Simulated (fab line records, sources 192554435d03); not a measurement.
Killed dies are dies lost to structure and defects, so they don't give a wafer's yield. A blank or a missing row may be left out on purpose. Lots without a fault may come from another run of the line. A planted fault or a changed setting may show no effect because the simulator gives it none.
fab line records | flow n5_finfet
record lots=4 wafers=11 last_day=16
route steps=1938 shown BEOL_M15@1776 PASSIVATION@1936
lots that met no fault: from a run of the same line without faults
start_h: hours from the record's first day to the start of the lot's first wafer shown | wait_h: hours since the lot's step before | " the same as in the row above | L1.1+2: a row that stands for several wafers | - no value, or no start given | * or withheld: withheld | < > ~ a bound
route shown NAME@n: a module of which the file shows steps, and the number in the route of the first | usual: mean/standard deviation of fault-free wafers | same: alike in all rows | chamber/n: place in a boat | sites: the reading at each site | _std_site: their standard deviation | _edge_site: outer sites' mean less inner sites' | radius_mm: how far each site lies from the wafer's centre | mask NAME#n: copy n | behind: the tool/chamber that last shaped the wafer | hold: why the lot was held/for how many hours/how that ended | device: the transistor (n, p or np) that didn't switch | end of line: the same wafers' tests at the end of the route | a step without rows: its recipe alone | killed: dies lost to structure and defects at the first sort, not the wafer's yield | map: a wafer's dies, x killed, . not, _ none there
set.NAME: the setting as run; set.NAME@STEP: as run at that earlier step | model.NAME: the simulator's own value behind a step, which no gauge read
lots at some steps of the route; a table a step, a row a wafer
services: from which hour (start_h, from the record's first day; less than 0 if before it) a tool's chamber was out of use, for how many hours, and why
## steps
# step N5_BEOL_M15_COAT_04
# recipe spin_rpm=1704 resist_thk_nm=800
# step N5_BEOL_M15_EBR_06
# recipe solvent=PGMEA ebr_width_mm=1.5
# step N5_BEOL_M15_SOFTBAKE_05
# recipe temp_c=130 time_s=60
# step N5_BEOL_M15_EXPOSE_07
# recipe mask_id=V14 na=0.8 source_shape=annular sigma_inner=0.5 sigma_outer=0.8 polarization=unpolarized attpsm_phase_deg=180 dose_mj=41.25
# step N5_BEOL_M15_PEB_08
# recipe peb_temp_c=130 peb_time_s=90
# step N5_BEOL_M15_DEVELOP_09
# recipe develop_time_s=45 rinse_liquid=diw dry=air_spin dev_temp_c=21
# step N5_BEOL_M15_HARDBAKE_14
# recipe temp_c=130 time_s=120
# step N5_BEOL_M15_DESCUM_15
# recipe chemistry=O2 time_s=7.9 source_power_w=50 bias_power_w=20 pressure_mtorr=20 rf_frequency_hz=2.712e+07 temp_c=40 o2_flow_sccm=225
# step N5_BEOL_M15_ETCH_59
# recipe chemistry=N2/H2 target=BARC target_depth_a=890 overetch_a=267 time_s=67.9 ion_energy_ev=200 pressure_mtorr=30 source_w=840 bias_w=150 n2_flow_sccm=200 h2_flow_sccm=200
# step N5_BEOL_M15_VIA_ETCH_16
# recipe chemistry=C4F8/O2/Ar target=SiO2 he_inner_torr=15 he_outer_torr=30 target_depth_a=17922 time_s=withheld ion_energy_ev=800 pressure_mtorr=20 source_w=1905 bias_w=2040 Ar_flow_sccm=400 C4F8_flow_sccm=16 O2_flow_sccm=12 ends=cleared
# usual drypump_motor_current_A=5.8/0.44 oes_product_au=0.69/0.082 rf_vpp_V=2221/25 showerhead_plenum_p_Torr=3.41/0.084 throttle_valve_pct=30.89/0.3
# columns lot.wafer tool chamber start_h wait_h drypump_motor_current_A oes_product_au rf_vpp_V showerhead_plenum_p_Torr throttle_valve_pct
L943.2 rie_diel-04 2 252.22 0.0 6.2 0.65 2210 3.44 31.23
L943.3 " 1 " " 5.2 0.75 2255 3.50 31.03
L943.5 " 1 " " 5.2 0.76 2254 3.50 31.04
L944.1 rie_diel-04 1 262.73 0.0 5.2 0.76 2255 3.50 31.02
L944.3 " 2 " " 6.2 0.65 2210 3.44 31.22
L944.4 " 3 " " 5.3 0.85 2245 3.40 30.37
L949.4 rie_diel-04 3 292.06 0.0 5.3 0.85 2242 3.39 30.39
L949.5 " 2 " " 6.2 0.65 2209 3.44 31.23
L961.1 rie_diel-05 3 367.29 0.0 6.1 0.66 2198 3.31 30.85
L961.5 " 3 " " 6.1 0.66 2198 3.31 30.85
L961.6 " 2 " " 5.3 0.61 2179 3.52 30.62
# step N5_BEOL_M15_STRIP_63
# recipe chemistry=O2 power_w=600 temp_c=60 pressure_mtorr=30 rf_frequency_hz=6e+07 bias_power_w=0 overash_fraction=0.3 o2_flow_sccm=225
# step N5_BEOL_M15_STRIP_64
# recipe chemistry=O2 power_w=600 temp_c=60 pressure_mtorr=30 rf_frequency_hz=6e+07 bias_power_w=0 overash_fraction=0.3 o2_flow_sccm=225
# step N5_BEOL_M15_STRIP_65
# recipe chemistry=post_etch_residue_remover time_s=60 temp_c=25 remover_ph=withheld remover_water_wt_pct=withheld remover_fluoride_wt_pct=withheld
# step N5_BEOL_M15_SRD_66
# recipe time_s=30 temp_c=23 rinse_liquid=diw dry=n2_spin spin_rpm=1500 dry_time_s=30
# step N5_BEOL_M15_COAT_56
# recipe resist=SOC temp_c=250 time_s=60 spin_rpm=1500 resist_thk_nm=550
# step N5_BEOL_M15_ETCH_57
# recipe chemistry=N2/H2 target=SOC source_w=3000 bias_w=350 time_s=750 ion_energy_ev=200 pressure_mtorr=30 n2_flow_sccm=200 h2_flow_sccm=200
# step N5_BEOL_M15_COAT_60
# recipe resist=BARC temp_c=205 time_s=60 spin_rpm=1500 resist_thk_nm=89
# step N5_BEOL_M15_COAT_22
# recipe spin_rpm=1704 resist_thk_nm=800
# step N5_BEOL_M15_EBR_24
# recipe solvent=PGMEA ebr_width_mm=1.5
# step N5_BEOL_M15_SOFTBAKE_23
# recipe temp_c=130 time_s=60
# step N5_BEOL_M15_EXPOSE_25
# recipe mask_id=M15 na=0.8 source_shape=annular sigma_inner=0.5 sigma_outer=0.8 polarization=unpolarized target_cd_nm=400 dose_mj=35.5
# step N5_BEOL_M15_PEB_26
# recipe peb_temp_c=130 peb_time_s=90
# step N5_BEOL_M15_DEVELOP_27
# recipe develop_time_s=45 rinse_liquid=diw dry=air_spin dev_temp_c=21
# step N5_BEOL_M15_HARDBAKE_32
# recipe temp_c=130 time_s=120
# step N5_BEOL_M15_INSPECT_30
# recipe mode=adi inspect_instrument=macro
# usual raw_defect_count=2.1/1.4
# columns lot.wafer tool chamber start_h wait_h raw_defect_count
L943.2 defect_inspect-02 - 253.57 0.0 2
L943.3 " - " " 1
L943.5 " - " " 2
L944.1 defect_inspect-02 - 264.33 0.0 >300
L944.3 " - " " >300
L944.4 " - " " >300
L949.4 defect_inspect-02 - 293.75 0.0 >300
L949.5 " - " " >300
L961.1 defect_inspect-01 - 368.66 0.0 1
L961.5 " - " " 4
L961.6 " - " " 0
# step N5_BEOL_M15_DESCUM_33
# recipe chemistry=O2 time_s=7.9 source_power_w=50 bias_power_w=20 pressure_mtorr=20 rf_frequency_hz=2.712e+07 temp_c=40 o2_flow_sccm=225
# step N5_PASSIVATION_PROBE_49
# usual defect_limited_yield=91.3/1.5 killed_at_M0_to_M3=34/9.4 killed_at_M4_up=13/5.3 killed_at_contacts=13/5.7 killed_at_front_end=40/10 killed_at_other=3.7/2.8 killed_dies=103/17 killed_open=67/13 killed_short=35/8.5 sort_bin_5_function=5.0/0.98 sort_bin_6_memory=3.3/0.7 sort_n_pass=1077/17 sort_yield_pct=91.3/1.5
# same gross_dies=1180 killed_at_back_side=0 sort_bin_4_leakage[%]=0 sort_bin_8_speed[%]=0
# columns lot.wafer tool chamber start_h wait_h defect_limited_yield[%] killed_at_M0_to_M3 killed_at_M4_up killed_at_contacts killed_at_front_end killed_at_other killed_dies killed_open killed_short sort_bin_5_function[%] sort_bin_6_memory[%] sort_n_pass sort_yield_pct[%]
L944.1 prober-02 - 285.23 0.0 79.2 61 127 15 39 3 245 80 52 12.6 5.9 935 79.2
L944.3 prober-02 - 285.33 0.1 81.5 34 124 16 43 1 218 65 36 12.4 4.0 962 81.5
L944.4 prober-02 - 285.38 0.2 85.2 42 83 13 35 2 175 65 38 9.7 3.1 1005 85.2
L949.4 prober-01 - 316.19 0.2 86.7 19 88 14 33 3 157 50 31 8.2 3.8 1023 86.7
L949.5 prober-01 - 316.24 0.2 80.9 21 143 20 40 1 225 70 34 12.6 4.7 955 80.9
# killed by level:class
L944.1 BEOL_M15:unspecified=113 BEOL_M0_SAQP:geometric_particle:open=19 BEOL_M0_SAQP:geometric_particle:short=18 FIN_SAQP:geometric_particle:short=15 MOL_CONTACT_COAG:geometric_particle:open=12 BEOL_M3:geometric_particle:open=11 GATE_CUT:geometric_particle:open=7 BEOL_M4:geometric_particle:open=6
L944.3 BEOL_M15:unspecified=115 FIN_SAQP:geometric_particle:open=17 MOL_CONTACT_COAG:geometric_particle:open=13 BEOL_M3:geometric_particle:open=12 FIN_SAQP:geometric_particle:short=8 STI_FIN_REVEAL:geometric_particle:open=8 BEOL_M3:geometric_particle:short=6 BEOL_M1:geometric_particle:short=5
L944.4 BEOL_M15:unspecified=71 BEOL_M3:geometric_particle:open=12 FIN_SAQP:geometric_particle:open=11 MOL_CONTACT_COAG:geometric_particle:open=11 BEOL_M0_SAQP:geometric_particle:short=9 BEOL_M0_SAQP:geometric_particle:open=8 FIN_SAQP:geometric_particle:short=6 BEOL_M3:geometric_particle:short=6
L949.4 BEOL_M15:unspecified=74 MOL_CONTACT_COAG:geometric_particle:open=9 FIN_SAQP:geometric_particle:short=8 BEOL_M0_SAQP:geometric_particle:short=6 DUMMY_GATE:geometric_particle:open=5 MOL_CONTACT_COAG:geometric_particle:short=5 BEOL_M2:geometric_particle:open=5 FIN_SAQP:geometric_particle:open=4
L949.5 BEOL_M15:unspecified=119 MOL_CONTACT_COAG:geometric_particle:open=15 BEOL_M4:geometric_particle:open=12 FIN_SAQP:geometric_particle:short=11 FIN_SAQP:geometric_particle:open=8 BEOL_M3:geometric_particle:open=6 MOL_CONTACT_COAG:geometric_particle:short=5 BEOL_M2:geometric_particle:open=5
# map L944.1 (x killed, . not)
_________________....x.x.x...________________
______________.x.......x........_____________
___________.............x..x.......__________
__________x.............x..........x_________
________.....x...............x.x......_______
_______......xx..........xxx.x......x.x______
______..x..x.............x.............._____
_____.....x.xx.......x....x..........x.x.____
____x..xx....x.....x...x...x.....xxx..x...___
___.........x..x................x....x.....__
___........................x..........x...x__
__.x.....xx..............xx.......x........._
__........xx.............x....x....x........_
_..x.............x...x.............x.........
_.........x.xx....x....x.....xx.......x......
_..........................x.x......xx.......
_.xx.....................x.x..........x......
_.........................x.....x............
_..........x...x........x.........x........x.
_......x....x.........x...x....x.............
_..........x.x..xx...x.x......x.....x........
__....................x.xxx........xx.xx...._
__...x................xxx.xxx..x..........x._
___...x..x...........xxxxxxxxx.xx..x.x.....__
___..............x...xxxxxxxxxxxx..........__
____...............x.xxxxxxxxxxxx.........___
_____x...........x...xxxxxxxxxxxxx.......____
______.............xxxxxxxxxxxxxxx......_____
_______...........xxxxxxxxxxxxxxxx.x...______
________..x.........xx.xxxxxxx.....x.._______
__________x.......x..xxxxxxx.x..xx.._________
___________...x....x.x..xxxx..x.x..__________
______________.......x..x....xx._____________
_________________....x.x..x..________________
# map L949.5 (x killed, . not)
_________________............________________
______________.................._____________
___________.....................x..__________
__________..x..x...................._________
________..................x........x.._______
_______............................x...______
______................xx..x.........x..._____
_____x.............x.....x............x..____
____.x......x.xx.xxx..x......xx..x...x....___
___.......xxx.xxxxxxxxx............x.......__
___.....x...xxxxxxxxxxxx.....xx.........x..__
__........xxxxxxxxxxxx.xx......x.x.........._
__....x.x.xxxxxxxxxxxxx...x....x.....x...x.._
_x.x.....xxxxxxxxxxxxxx.x...x................
_...x......xxxxxxxxxxxxx.....................
_....x....xxxxxxxxxxxxx...x.x..x.......x.....
_....xx.....xx..xxxxxx.xx.x.................x
_.........x..xxxxxx..........x..........x....
_x...........x.xxxxx.xx......x...........x...
_...............xxx.........................x
_.......x......x........x................x...
__x....................x..................xx_
__.xx............x....................x...x._
___....x...................................__
___..x...x.xx...............x.........x....__
____....x.....x......x.x.x................___
_____..x............x...............x....____
______xx............x....x.........x.x.._____
_______.x..x.............x..........x..______
________..x..x.....x..............x..._______
__________.........................._________
___________..x...........x.........__________
______________.....x.....x......_____________
_________________.........x..________________
## services
# columns tool chamber start_h hours kind
rie_diel-04 1 229.69 7.4 repair
rie_diel-05 3 265.18 6.2 repair
rie_diel-05 1 271.34 - clean
rie_diel-05 1 271.34 - consumable_replace:focus_ring
rie_diel-05 1 271.34 21.2 scheduled_down
rie_diel-05 1 271.34 21.2 vent_cycle
rie_diel-04 - 273.42 14.6 pm
rie_diel-04 0 356.87 1.3 repair
## key
first_sign step=N5_BEOL_M15_INSPECT_30 reading=raw_defect_count direction=up sigmas=99+ usual=2.1 struck=>300
effect step=N5_PASSIVATION_PROBE_49 reading=killed_at_M4_up direction=up sigmas=19 usual=13 struck=113
more_kills_born_at N5_BEOL_M15_VIA_ETCH_16@rie_diel-04=492
met_at N5_BEOL_M15_VIA_ETCH_16
struck_wafers L944.1,L944.3,L944.4,L949.4,L949.5
onset_between 252.22 262.73
fault kind=chamber_particle_source tool=rie_diel-04 chamber=- onset_h=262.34 steps=N5_BEOL_M15_VIA_ETCH_16 rate_per_visit_cm2=0.72143 end_h=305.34
